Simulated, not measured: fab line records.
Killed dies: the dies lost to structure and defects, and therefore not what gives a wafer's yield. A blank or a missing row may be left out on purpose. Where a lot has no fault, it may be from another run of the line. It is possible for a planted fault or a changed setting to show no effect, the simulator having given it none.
Which of the tools did it? || flow nand-harc || route of 1302 steps, sampled at 1 step: 6 lots, 18 wafers

== WHAT THE GAUGES READ, wafer by wafer ==
NHARC_P_ZERO_WELL_CD_MEAS_24: the cd target is 720 nm.
{"lot": "L380", "measured": "day 2 08:35", "on": "cd-sem-03", "cd-nm (nm)": "720 719 715"}
{"lot": "L383", "measured": "day 3 14:30", "on": "cd-sem-03", "cd-nm (nm)": "720 721 723"}
{"lot": "L385", "measured": "day 4 10:31", "on": "cd-sem-03", "cd-nm (nm)": "721 719 715"}
{"lot": "L387", "measured": "day 5 06:34", "on": "cd-sem-01", "cd-nm (nm)": "721 719 715"}
{"lot": "L394", "measured": "day 8 04:22", "on": "cd-sem-02", "cd-nm (nm)": "720 719 714"}
{"lot": "L398", "measured": "day 9 20:28", "on": "cd-sem-02", "cd-nm (nm)": "721 721 719"}

== EACH LOT AND THE TOOL THAT RAN IT (in order: tool; ch and the chambers of the sampled wafers; start) ==
Record: no process step prior to these readings.

== THE ANSWER, worked out from the rows above alone ==
Rule: usual is defined by the lots themselves. Put in order of their means at a reading, lots are off if they are a third of the lots or fewer, leave a main group of 4 or more, and stand apart from it by a gap of 3 or more times the standard deviation of the main group's means; of several such gaps the widest counts. A main group whose means are all the same, to the digits that the tables above print for the reading, isn't used. A lot without any number at a reading at which 4 lots or more have one is off too. Where the step has rows for the other lots, those lots are counted as sound.
No lot is off on any of the readings shown, so nothing can be concluded from this.

== WHAT THE SIMULATOR HAD INSERTED ==
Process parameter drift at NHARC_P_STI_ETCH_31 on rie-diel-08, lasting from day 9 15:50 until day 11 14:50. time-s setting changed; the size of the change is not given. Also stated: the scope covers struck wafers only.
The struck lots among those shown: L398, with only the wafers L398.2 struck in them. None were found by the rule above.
